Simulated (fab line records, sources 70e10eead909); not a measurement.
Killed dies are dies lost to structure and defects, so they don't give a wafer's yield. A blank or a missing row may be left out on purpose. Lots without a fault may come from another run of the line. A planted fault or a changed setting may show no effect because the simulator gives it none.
A sampling plan put to the test | flow nand_harc | one fab line, 21 faults that these records tell of, each judged on the records of the lots that it struck
The plan is the line's own looks: the steps of the route at which a gauge or an inspection reads the wafer and doesn't change it. A look can be judged if struck wafers have a number there and the file gives its usual mean and standard deviation on fault-free wafers. Caught: at a look after the fault's first step, the mean of the struck wafers lies 4 or more of those standard deviations (sigma) from the usual mean. On the tool: the same test on the tool's own readings at the fault's steps. Another recipe on the struck wafers, or a record that is blank for them alone, also counts as caught.

THE FAULTS, as the simulator had put them in
1. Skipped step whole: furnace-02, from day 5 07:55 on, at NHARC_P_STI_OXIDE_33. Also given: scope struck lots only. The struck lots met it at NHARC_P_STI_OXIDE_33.
2. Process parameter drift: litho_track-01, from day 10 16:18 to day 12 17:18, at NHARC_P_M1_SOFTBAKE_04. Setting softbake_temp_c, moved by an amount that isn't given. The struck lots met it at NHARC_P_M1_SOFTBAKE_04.
3. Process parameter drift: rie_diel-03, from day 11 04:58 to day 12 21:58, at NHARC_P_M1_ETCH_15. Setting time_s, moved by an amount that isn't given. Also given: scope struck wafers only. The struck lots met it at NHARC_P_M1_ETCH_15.
4. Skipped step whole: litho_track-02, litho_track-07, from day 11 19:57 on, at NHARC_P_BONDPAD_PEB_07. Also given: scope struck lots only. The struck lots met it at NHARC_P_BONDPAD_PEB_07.
5. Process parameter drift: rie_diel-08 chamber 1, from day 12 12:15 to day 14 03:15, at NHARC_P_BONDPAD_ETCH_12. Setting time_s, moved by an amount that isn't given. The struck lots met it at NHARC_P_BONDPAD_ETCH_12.
6. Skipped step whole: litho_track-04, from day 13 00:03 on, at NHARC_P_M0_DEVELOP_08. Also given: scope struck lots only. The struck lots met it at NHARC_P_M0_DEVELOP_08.
7. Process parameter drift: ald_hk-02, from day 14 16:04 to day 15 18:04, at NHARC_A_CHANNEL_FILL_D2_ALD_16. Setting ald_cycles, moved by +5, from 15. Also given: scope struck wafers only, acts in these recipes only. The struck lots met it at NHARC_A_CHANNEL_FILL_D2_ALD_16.
8. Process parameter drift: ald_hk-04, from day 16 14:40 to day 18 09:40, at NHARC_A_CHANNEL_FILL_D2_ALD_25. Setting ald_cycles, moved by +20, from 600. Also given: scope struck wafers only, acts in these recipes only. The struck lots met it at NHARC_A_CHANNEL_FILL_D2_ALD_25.
9. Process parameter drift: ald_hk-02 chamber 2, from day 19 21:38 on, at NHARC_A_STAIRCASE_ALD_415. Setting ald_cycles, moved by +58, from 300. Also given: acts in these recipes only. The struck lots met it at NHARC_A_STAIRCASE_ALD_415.
10. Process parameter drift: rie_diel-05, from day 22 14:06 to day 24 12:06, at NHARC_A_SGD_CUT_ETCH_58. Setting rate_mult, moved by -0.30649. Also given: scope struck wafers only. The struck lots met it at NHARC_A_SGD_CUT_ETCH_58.
11. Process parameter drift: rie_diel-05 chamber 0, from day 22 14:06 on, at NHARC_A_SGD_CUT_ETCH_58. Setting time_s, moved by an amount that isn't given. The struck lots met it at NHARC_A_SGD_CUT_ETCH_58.
12. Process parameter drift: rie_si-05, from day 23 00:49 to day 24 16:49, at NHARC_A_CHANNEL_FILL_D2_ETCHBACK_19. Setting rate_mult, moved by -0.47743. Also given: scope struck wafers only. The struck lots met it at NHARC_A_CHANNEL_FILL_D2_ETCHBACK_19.
13. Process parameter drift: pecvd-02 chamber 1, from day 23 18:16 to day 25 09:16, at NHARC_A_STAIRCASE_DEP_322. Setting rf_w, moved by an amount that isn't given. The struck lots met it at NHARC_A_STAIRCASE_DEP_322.
14. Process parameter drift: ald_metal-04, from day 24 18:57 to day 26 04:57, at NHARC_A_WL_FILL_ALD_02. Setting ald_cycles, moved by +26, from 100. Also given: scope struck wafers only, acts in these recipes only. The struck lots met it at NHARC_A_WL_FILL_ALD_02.
15. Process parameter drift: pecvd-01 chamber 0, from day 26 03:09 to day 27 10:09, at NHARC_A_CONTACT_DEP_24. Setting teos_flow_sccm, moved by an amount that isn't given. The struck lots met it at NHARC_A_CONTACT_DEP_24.
16. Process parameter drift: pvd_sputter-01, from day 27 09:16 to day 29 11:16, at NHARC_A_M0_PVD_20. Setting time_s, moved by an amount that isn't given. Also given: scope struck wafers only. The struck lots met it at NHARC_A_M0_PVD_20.
17. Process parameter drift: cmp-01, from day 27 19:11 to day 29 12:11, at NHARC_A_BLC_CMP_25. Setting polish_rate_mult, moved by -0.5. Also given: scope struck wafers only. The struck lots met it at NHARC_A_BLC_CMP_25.
18. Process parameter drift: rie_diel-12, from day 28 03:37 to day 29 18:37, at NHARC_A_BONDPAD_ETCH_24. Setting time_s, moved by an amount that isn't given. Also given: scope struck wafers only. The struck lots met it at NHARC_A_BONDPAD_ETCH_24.
19. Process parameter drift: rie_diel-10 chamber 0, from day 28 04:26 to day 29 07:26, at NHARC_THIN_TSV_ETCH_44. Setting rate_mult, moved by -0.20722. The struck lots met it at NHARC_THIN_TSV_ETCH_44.
20. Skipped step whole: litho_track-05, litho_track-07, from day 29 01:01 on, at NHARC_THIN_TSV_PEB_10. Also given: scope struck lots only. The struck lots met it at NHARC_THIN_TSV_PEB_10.
21. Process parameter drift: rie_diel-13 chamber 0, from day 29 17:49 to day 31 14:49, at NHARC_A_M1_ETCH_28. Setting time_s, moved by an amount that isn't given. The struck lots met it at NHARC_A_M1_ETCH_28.

WHAT THE PLAN SAW
fault | on the tool itself                               | first look that catches it                      | reading, sigma                | median hours from its first step to that look | hours from the fault's start to the first struck lot there | judged looks passed uncaught
1     | the tool's record is blank for the struck wafers | not the one look that can be judged after it    | -                             | -                                             | -                                                          | 1
2     | heater_power_total_W -69 sigma                   | none of the 3 looks that can be judged after it | -                             | -                                             | -                                                          | 3
3     | run_length_s -30 sigma                           | no look after it can be judged                  | -                             | -                                             | -                                                          | 0
4     | the tool's record is blank for the struck wafers | no look after it can be judged                  | -                             | -                                             | -                                                          | 0
5     | run_length_s -30 sigma                           | no look after it can be judged                  | -                             | -                                             | -                                                          | 0
6     | the tool's record is blank for the struck wafers | no look after it can be judged                  | -                             | -                                             | -                                                          | 0
7     | under 2 sigma                                    | no look after it can be judged                  | -                             | -                                             | -                                                          | 0
8     | under 2 sigma                                    | no look after it can be judged                  | -                             | -                                             | -                                                          | 0
9     | under 2 sigma                                    | no look after it can be judged                  | -                             | -                                             | -                                                          | 0
10    | oes_product_au -25 sigma                         | no look after it can be judged                  | -                             | -                                             | -                                                          | 0
11    | run_length_s -43 sigma                           | no look after it can be judged                  | -                             | -                                             | -                                                          | 0
12    | oes_product_au -43 sigma                         | no look after it can be judged                  | -                             | -                                             | -                                                          | 0
13    | rf_fwd_power_W -51 sigma                         | not the one look that can be judged after it    | -                             | -                                             | -                                                          | 1
14    | under 2 sigma                                    | no look after it can be judged                  | -                             | -                                             | -                                                          | 0
15    | mfc_precursor_sccm -71 sigma                     | not the one look that can be judged after it    | -                             | -                                             | -                                                          | 1
16    | under 2 sigma                                    | not the one look that can be judged after it    | -                             | -                                             | -                                                          | 1
17    | overpolish_run_s -99 or beyond sigma             | not the one look that can be judged after it    | -                             | -                                             | -                                                          | 1
18    | run_length_s -41 sigma                           | not the one look that can be judged after it    | -                             | -                                             | -                                                          | 1
19    | oes_product_au -19 sigma                         | NHARC_END_SORT_01                               | killed_at_other +99 or beyond | 15.4                                          | 33                                                         | 0
20    | the tool's record is blank for the struck wafers | no look after it can be judged                  | -                             | -                                             | -                                                          | 0
21    | run_length_s -38 sigma                           | no look after it can be judged                  | -                             | -                                             | -                                                          | 0
A dash: the fault isn't caught, or these records don't give the number.

Caught at a look: 1 of 21. Caught on the tool: 16 of 21. By one or the other: 16 of 21.
Caught on the tool alone: faults 1, 2, 3, 4, 5, 6, 10, 11, 12, 13, 15, 17, 18, 20, 21.
Caught by neither: faults 7, 8, 9, 14, 16.

THINNER SAMPLING
If the look that catches a fault measured only every second or every third lot, by lot number, the first struck lot would be measured this late in the worst case:
fault | struck lots at that look, in order of time | every lot | every second lot | every third lot
19    | L204, L207                                 | 33 h      | 40 h             | may miss all 2
Hours are from the fault's start to the first struck lot that is measured. The limit of 4 sigma was tested on all struck wafers together, so one lot alone may lie under it. Other struck lots may not be in these records.

THE LONGEST TIMED WAY FROM STEP TO LOOK
Fault 19: a median of 15.4 hours passes between NHARC_THIN_TSV_ETCH_44 and NHARC_END_SORT_01. No look between them can be judged.
